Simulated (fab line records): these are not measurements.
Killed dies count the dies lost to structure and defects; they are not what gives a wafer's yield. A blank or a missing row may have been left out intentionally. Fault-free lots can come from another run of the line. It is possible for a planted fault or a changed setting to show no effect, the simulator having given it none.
Problem report, 8D (eight disciplines) form, completed by code | flow n5-finfet | the parts of the form that need people (team, actions taken, sign-off) are left out

1. PROBLEM STATEMENT
Mean of plate-temp-C at N5_FIN_CUT_COAT_18: 207.28 C across 6 wafers in 2 lots; on wafers with no fault it is 249.95 C (standard deviation 0.18). That is -99 or more standard deviations from the usual mean.
The step: time 60 s, resist thk 230 nm.
Earliest sighting: wafer L712.1 on litho-track-05 at day 6 02:28. Wafers with a number at this step in the record: 27, from 9 lots. The rule behind "out" and "out of limits": a value lying over 4 standard deviations away from the usual mean. All remaining wafers that have a number are taken as sound.

2. WHAT IT IS AND WHAT IT IS NOT
question                    | is                                 | is not
which readings at this step | plate-temp-C, heater-power-total-W | -
which lots                  | L712, L715                         | L699, L703, L704, L709, L716, L718, L719
which wafers of those lots  | all that have a number             | -
read on which tools         | litho-track-05                     | litho-track-01, litho-track-02
when                        | from day 6 02:28                   | up to then (12 sound wafers); but 9 sound wafers of L716, L718, L719 came after

3. SUSPECTS, AND WHAT RULES EACH OUT
Counting: a tool at any process step up to the reading remains a suspect when it ran all the lots that are out and ran no sound lot after the first of those.
- litho-track-05 at N5_FIN_CUT_COAT_18 (time 60 s, resist thk 230 nm): kept. It ran every lot that is out, first L712 (day 6 02:28), and no sound lot after that; its last sound lot up to then is L709 (day 5 10:25). On those wafers its own readings are out: heater-power-total-W, plate-temp-C.
Remaining after the count: litho-track-05 at N5_FIN_CUT_COAT_18.

4. THE CAUSE (what the simulator had put in)
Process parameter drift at N5_FIN_CUT_COAT_18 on litho-track-05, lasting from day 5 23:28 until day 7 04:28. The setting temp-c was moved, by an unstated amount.
Counting left only this tool.

5. SEQUENCE OF EFFECTS, ordered by route
One row per reading whose mean, taken over the struck wafers that have a number, lies over 3 standard deviations from the usual. Readings are gone through only where the record gives a usual standard deviation; hours: the median, over the lots, of the time from a lot's start at the first step in this table giving one to that lot's start at this step; sigmas: the change measured in usual standard deviations.
hours | step               | reading              | usual    | on struck wafers | change | sigmas
0     | N5_FIN_CUT_COAT_18 | heater-power-total-W | 500.5 W  | 397.7            | -102.8 | -60
0     | N5_FIN_CUT_COAT_18 | plate-temp-C         | 249.95 C | 207.28           | -42.67 | -99 or more
It contains these process steps:
- N5_FIN_CUT_COAT_18: time 60 s, resist thk 230 nm.
Later steps that measure or inspect, where all struck wafers having a row at the step show a number for every such reading and not one has moved that far: N5_BEOL_M4_RC_MEAS_101.

6. HOW IT WOULD HAVE BEEN CAUGHT EARLIER
The fault began at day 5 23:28; the first out-of-limits reading in this record came at day 6 02:28, 3 hours later.
